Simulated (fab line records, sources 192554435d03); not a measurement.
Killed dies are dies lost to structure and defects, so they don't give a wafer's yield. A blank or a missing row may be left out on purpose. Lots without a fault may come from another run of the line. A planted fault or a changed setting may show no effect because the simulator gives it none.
Chamber matching | flow n5_finfet | N5_BEOL_M1_ETCHBACK_99 on rie_diel-04: 4 sister chambers
The step etches SiO2 in CHF3, target depth 5 nm, time 10.4 s. 4 wafers are shown with their chamber, then 10 later ones without.

WAFERS WITH THEIR CHAMBER
wafer  | chamber | showerhead_plenum_p_Torr (Torr)
L084.2 | 0       | 2.14
L084.5 | 2       | 2.13
L085.2 | 3       | 2.03
L085.3 | 1       | 2.24

WAFERS WITHOUT THEIR CHAMBER
wafer  | showerhead_plenum_p_Torr (Torr)
L085.5 | 2.03
L091.1 | 2.13
L091.4 | 2.14
L091.5 | 2.14
L095.4 | 2.23
L095.5 | 2.14
L095.6 | 2.02
L096.1 | 2.13
L096.3 | 2.02
L096.5 | 2.14

WHICH CHAMBER EACH WENT THROUGH
wafer  | from the rows above     | in truth
L085.5 | 3                       | 3
L091.1 | can't be placed: 2 or 0 | 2
L091.4 | can't be placed: 0 or 2 | 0
L091.5 | can't be placed: 0 or 2 | 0
L095.4 | 1                       | 1
L095.5 | can't be placed: 0 or 2 | 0
L095.6 | 3                       | 3
L096.1 | can't be placed: 2 or 0 | 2
L096.3 | 3                       | 3
L096.5 | can't be placed: 0 or 2 | 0
Placed correctly: 4 of 10. Can't be placed from these rows: 6 (the true chamber is among the candidates in 6). Placed wrongly: 0.
How it was worked out, from the rows above alone: a wafer's distance from a chamber is the root of the sum, over the readings, of the square of ((its reading less the chamber's mean) divided by the reading's scatter). The wafer belongs to the nearest chamber; if the next one is less than 2 further off, it can't be placed. A chamber's mean is the mean of its shown wafers. The scatter: with one shown wafer a chamber, the root of the mean of the squares of how far each hidden wafer lies from its nearest shown one.
